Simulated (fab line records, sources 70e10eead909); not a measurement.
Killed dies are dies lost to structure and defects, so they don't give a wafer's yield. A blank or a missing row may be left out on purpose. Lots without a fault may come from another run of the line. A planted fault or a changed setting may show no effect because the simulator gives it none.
Chamber matching | flow nand_harc | NHARC_A_CONTACT_DEP_29 on pecvd-01: 3 sister chambers
The step deposits SiON, target thk 100 nm. 6 wafers are shown with their chamber, then 10 later ones without.

WAFERS WITH THEIR CHAMBER
wafer  | chamber | heater_power_w (W)
L084.1 | 1       | 680
L084.2 | 2       | 714
L086.4 | 1       | 619
L086.6 | 0       | 649
L089.2 | 0       | 617
L089.4 | 2       | 736

WAFERS WITHOUT THEIR CHAMBER
wafer  | heater_power_w (W)
L089.5 | 685
L090.1 | 617
L090.2 | 685
L090.3 | 587
L092.1 | 664
L092.3 | 673
L092.5 | 710
L096.4 | 740
L096.5 | 708
L096.6 | 718

WHICH CHAMBER EACH WENT THROUGH
wafer  | from the rows above          | in truth
L089.5 | can't be placed: 1 or 2 or 0 | 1
L090.1 | can't be placed: 0 or 1      | 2
L090.2 | can't be placed: 1 or 2 or 0 | 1
L090.3 | can't be placed: 0 or 1      | 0
L092.1 | can't be placed: 1 or 0 or 2 | 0
L092.3 | can't be placed: 1 or 0 or 2 | 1
L092.5 | can't be placed: 2 or 1      | 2
L096.4 | 2                            | 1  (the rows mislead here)
L096.5 | can't be placed: 2 or 1 or 0 | 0
L096.6 | 2                            | 2
Placed correctly: 1 of 10. Can't be placed from these rows: 8 (the true chamber is among the candidates in 7). Placed wrongly: 1.
How it was worked out, from the rows above alone: a wafer's distance from a chamber is the root of the sum, over the readings, of the square of ((its reading less the chamber's mean) divided by the reading's scatter). The wafer belongs to the nearest chamber; if the next one is less than 2 further off, it can't be placed. A chamber's mean is the mean of its shown wafers. The scatter: the root of (the sum of the squares of (reading less its chamber's mean) over the shown wafers, divided by (wafers less chambers)).
